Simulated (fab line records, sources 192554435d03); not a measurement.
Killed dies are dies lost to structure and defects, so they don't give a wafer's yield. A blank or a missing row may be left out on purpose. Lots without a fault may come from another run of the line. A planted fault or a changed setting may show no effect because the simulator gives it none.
Problem report in the 8D (eight disciplines) form, filled by code | flow n5_finfet | the parts of the form that need people (team, actions taken, sign-off) are left out

1. THE PROBLEM
etch_rf_on_time_s at N5_GATE_CUT_CUT_ETCH_54 reads a mean of 25.5 s on 4 wafers of 3 lots; wafers without a fault read 36.8 s with a standard deviation of 1.3. That is -8.7 standard deviations from the usual mean.
The step: etches TiN in Cl2/BCl3, target depth 96.7 nm.
First seen on wafer L196.1, day 6 09:18, on rie_metal-02. The record holds 33 wafers of 11 lots with a number at this step. Rule for "out", or "out of limits": more than 4 standard deviations from the usual mean. The other wafers with a number count as sound.

2. WHAT IT IS AND WHAT IT IS NOT
question                    | is                             | is not
which readings at this step | etch_rf_on_time_s              | drypump_motor_current_A, oes_product_au
which lots                  | L196, L197, L200               | L189, L190, L191, L195, L203, L210, L211, L212
which wafers of those lots  | L196.1, L196.5, L197.3, L200.4 | L196.6, L197.2, L197.6, L200.1, L200.6
read on which tools         | rie_metal-02                   | rie_metal-01, rie_metal-03
when                        | from day 6 09:18               | up to then (13 sound wafers); but 16 sound wafers of L197, L200, L203, L210, L211, L212 came after

3. SUSPECTS, AND WHAT RULES EACH OUT
Counting: a tool at a process step up to the reading stays a suspect if it ran every lot that is out. Sound lots after the first of them don't rule it out here, since some wafers of a struck lot are sound.
- rie_metal-02 at N5_GATE_CUT_CUT_ETCH_54 (etches TiN in Cl2/BCl3, target depth 96.7 nm): kept. It ran every lot that is out, first L196 (day 6 09:18); its last sound lot up to then is L191 (day 5 11:31). Its own readings are out on those wafers: etch_rf_on_time_s.
- Within rie_metal-02 at N5_GATE_CUT_CUT_ETCH_54: the wafers that are out ran in chamber 1; their sound lot-mates ran in chamber 0.
Left after counting: rie_metal-02 at N5_GATE_CUT_CUT_ETCH_54.

4. THE CAUSE (what the simulator had put in)
Process parameter drift: rie_metal-02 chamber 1, from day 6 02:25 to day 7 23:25, at N5_GATE_CUT_CUT_ETCH_54. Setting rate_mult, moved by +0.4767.
Counting left only this tool.

5. THE CHAIN OF EFFECTS, in route order
Each row: a reading whose mean over the struck wafers that have a number lies more than 3 standard deviations from the usual. Only readings for which the record gives a usual standard deviation are gone through. hours: the time from each lot's start at the first step in this table that gives one to its start at this step, as a median over the lots. sigmas: the change in usual standard deviations.
hours | step                    | reading           | usual  | on struck wafers | change | sigmas
0     | N5_GATE_CUT_CUT_ETCH_54 | etch_rf_on_time_s | 36.8 s | 25.5             | -11.3  | -8.7
The process steps in it:
- N5_GATE_CUT_CUT_ETCH_54: etches TiN in Cl2/BCl3, target depth 96.7 nm.

6. WHAT WOULD HAVE CAUGHT IT SOONER
In this record the first reading out of limits was taken at day 6 09:18, 7 hours after the fault began at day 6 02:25.
